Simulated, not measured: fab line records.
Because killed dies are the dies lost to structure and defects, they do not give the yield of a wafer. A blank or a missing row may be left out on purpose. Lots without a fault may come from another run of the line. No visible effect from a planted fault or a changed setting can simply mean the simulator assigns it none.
Matching of chambers / flow nand-harc / ald-hk-04 running NHARC_A_CHANNEL_FILL_D1_ALD_25: 4 sister chambers
The step deposits SiOx, target thk 60 nm, pulse time 10 s, ald cycles 600. 8 wafers are shown with their chamber, then 7 later ones without.

== WAFERS, EACH WITH ITS CHAMBER ==
wafer=L078.5; chamber=2; heater-power-w (W)=410; heater-power-outer-w (W)=233
wafer=L081.3; chamber=3; heater-power-w (W)=550; heater-power-outer-w (W)=318
wafer=L081.6; chamber=0; heater-power-w (W)=415; heater-power-outer-w (W)=236
wafer=L087.4; chamber=2; heater-power-w (W)=404; heater-power-outer-w (W)=235
wafer=L087.6; chamber=0; heater-power-w (W)=408; heater-power-outer-w (W)=236
wafer=L087.5; chamber=1; heater-power-w (W)=554; heater-power-outer-w (W)=317
wafer=L092.3; chamber=1; heater-power-w (W)=555; heater-power-outer-w (W)=324
wafer=L092.4; chamber=3; heater-power-w (W)=555; heater-power-outer-w (W)=316

== WAFERS WITHOUT THEIR CHAMBER ==
wafer=L092.6; heater-power-w (W)=551; heater-power-outer-w (W)=312
wafer=L094.4; heater-power-w (W)=561; heater-power-outer-w (W)=324
wafer=L094.5; heater-power-w (W)=537; heater-power-outer-w (W)=317
wafer=L094.6; heater-power-w (W)=404; heater-power-outer-w (W)=229
wafer=L095.1; heater-power-w (W)=549; heater-power-outer-w (W)=310
wafer=L095.5; heater-power-w (W)=541; heater-power-outer-w (W)=318
wafer=L095.6; heater-power-w (W)=419; heater-power-outer-w (W)=235

== WHICH CHAMBER EACH WENT THROUGH ==
wafer=L092.6; from the rows above=can't be placed: 3 or 1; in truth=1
wafer=L094.4; from the rows above=can't be placed: 1 or 3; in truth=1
wafer=L094.5; from the rows above=can't be placed: 3 or 1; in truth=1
wafer=L094.6; from the rows above=can't be placed: 2 or 0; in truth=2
wafer=L095.1; from the rows above=can't be placed: 3 or 1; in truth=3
wafer=L095.5; from the rows above=can't be placed: 3 or 1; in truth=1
wafer=L095.6; from the rows above=can't be placed: 0 or 2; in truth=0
Correct placement for 0 of the 7. Can't be placed from these rows: 7 (the true chamber is among the candidates in 7). Wrongly placed: 0.
How it was worked out, from the rows above alone: a wafer's distance from a chamber is the root of the sum, over the readings, of the square of ((its reading less the chamber's mean) divided by the reading's scatter). If the next closest chamber is less than 2 further off than the closest, the wafer can't be placed; otherwise it belongs to the closest. Each chamber's mean is taken over the wafers shown for it. The scatter: the root of (the sum of the squares of (reading less its chamber's mean) over the shown wafers, divided by (wafers less chambers)).
